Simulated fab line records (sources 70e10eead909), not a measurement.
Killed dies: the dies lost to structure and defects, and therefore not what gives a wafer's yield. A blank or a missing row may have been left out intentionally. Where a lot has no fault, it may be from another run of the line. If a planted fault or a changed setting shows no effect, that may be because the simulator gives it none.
Chamber matching | flow nandHarc | NHARC_P_M2_PRE_CLEAN_32 on pecvd-02 has 3 sister chambers
The step time 12 s. 16 wafers are shown with their chamber, then 8 later ones without.

== EACH WAFER AND ITS CHAMBER ==
wafer  | chamber | heaterPowerW (W)
L077.1 | 0       | 721
L077.5 | 2       | 645
L077.6 | 0       | 712
L079.1 | 2       | 612
L079.2 | 0       | 620
L079.6 | 2       | 607
L080.3 | 2       | 603
L080.5 | 0       | 642
L080.6 | 2       | 611
L082.1 | 0       | 725
L082.2 | 2       | 585
L082.3 | 1       | 627
L088.1 | 2       | 583
L088.5 | 2       | 565
L088.6 | 1       | 525
L094.2 | 1       | 553

SIGNATURES (averages over the wafers above)
reading      | chamber 0 | chamber 1 | chamber 2 | scatter within a chamber
heaterPowerW | 684.00    | 568.33    | 601.38    | 38.6
Rule: a wafer's distance from a chamber is the root of the sum, over the readings, of the square of ((its reading less the chamber's mean) divided by the reading's scatter). If the next closest chamber is less than 2 further off than the closest, the wafer can't be placed; otherwise it belongs to the closest. The scatter: the root of (the sum of the squares of (reading less its chamber's mean) over the shown wafers, divided by (wafers less chambers)).

== WAFERS WHOSE CHAMBER IS MISSING ==
wafer  | heaterPowerW (W)
L094.3 | 619
L094.4 | 535
L095.1 | 696
L095.2 | 599
L095.3 | 630
L096.1 | 583
L096.2 | 638
L096.5 | 587

== THE CHAMBER EACH PASSED THROUGH ==
wafer  | from the rows above          | in truth
L094.3 | can't be placed: 2 or 1 or 0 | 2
L094.4 | can't be placed: 1 or 2      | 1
L095.1 | 0                            | 0
L095.2 | can't be placed: 2 or 1      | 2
L095.3 | can't be placed: 2 or 0 or 1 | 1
L096.1 | can't be placed: 1 or 2      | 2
L096.2 | can't be placed: 2 or 0 or 1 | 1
L096.5 | can't be placed: 2 or 1      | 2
Correct placement for 1 of the 8. Cannot be placed on the basis of these rows: 7; the candidates contain the true chamber in 7. 0 placed wrongly.
